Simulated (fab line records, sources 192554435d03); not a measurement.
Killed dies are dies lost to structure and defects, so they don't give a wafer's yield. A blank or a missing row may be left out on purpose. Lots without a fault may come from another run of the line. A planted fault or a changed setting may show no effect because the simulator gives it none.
Chamber matching | flow n5_finfet | N5_MOL_CONTACT_COAG_ETCH_90 on rie_diel-06: 4 sister chambers
The step etches SiARC in CF4, target depth 13 nm, time 21.7 s. 8 wafers are shown with their chamber, then 7 later ones without.

WAFERS WITH THEIR CHAMBER
wafer  | chamber | drypump_motor_current_A (A) | showerhead_plenum_p_Torr (Torr)
L074.3 | 3       | 6.5                         | 2.07
L079.1 | 3       | 6.5                         | 2.07
L082.4 | 1       | 6.0                         | 2.11
L084.2 | 2       | 5.4                         | 2.03
L084.3 | 0       | 6.6                         | 2.13
L084.4 | 1       | 6.0                         | 2.11
L085.1 | 2       | 5.5                         | 2.02
L085.2 | 0       | 6.6                         | 2.13

WAFERS WITHOUT THEIR CHAMBER
wafer  | drypump_motor_current_A (A) | showerhead_plenum_p_Torr (Torr)
L085.5 | 6.6                         | 2.13
L090.3 | 5.5                         | 2.02
L090.4 | 5.5                         | 2.02
L090.6 | 6.5                         | 2.06
L093.1 | 5.4                         | 2.02
L093.4 | 6.4                         | 2.06
L093.6 | 5.5                         | 2.02

WHICH CHAMBER EACH WENT THROUGH
wafer  | from the rows above | in truth
L085.5 | 0                   | 0
L090.3 | 2                   | 2
L090.4 | 2                   | 2
L090.6 | 3                   | 3
L093.1 | 2                   | 2
L093.4 | 3                   | 3
L093.6 | 2                   | 2
Placed correctly: 7 of 7. Can't be placed from these rows: 0. Placed wrongly: 0.
How it was worked out, from the rows above alone: a wafer's distance from a chamber is the root of the sum, over the readings, of the square of ((its reading less the chamber's mean) divided by the reading's scatter). The wafer belongs to the nearest chamber; if the next one is less than 2 further off, it can't be placed. A chamber's mean is the mean of its shown wafers. The scatter: the root of (the sum of the squares of (reading less its chamber's mean) over the shown wafers, divided by (wafers less chambers)).
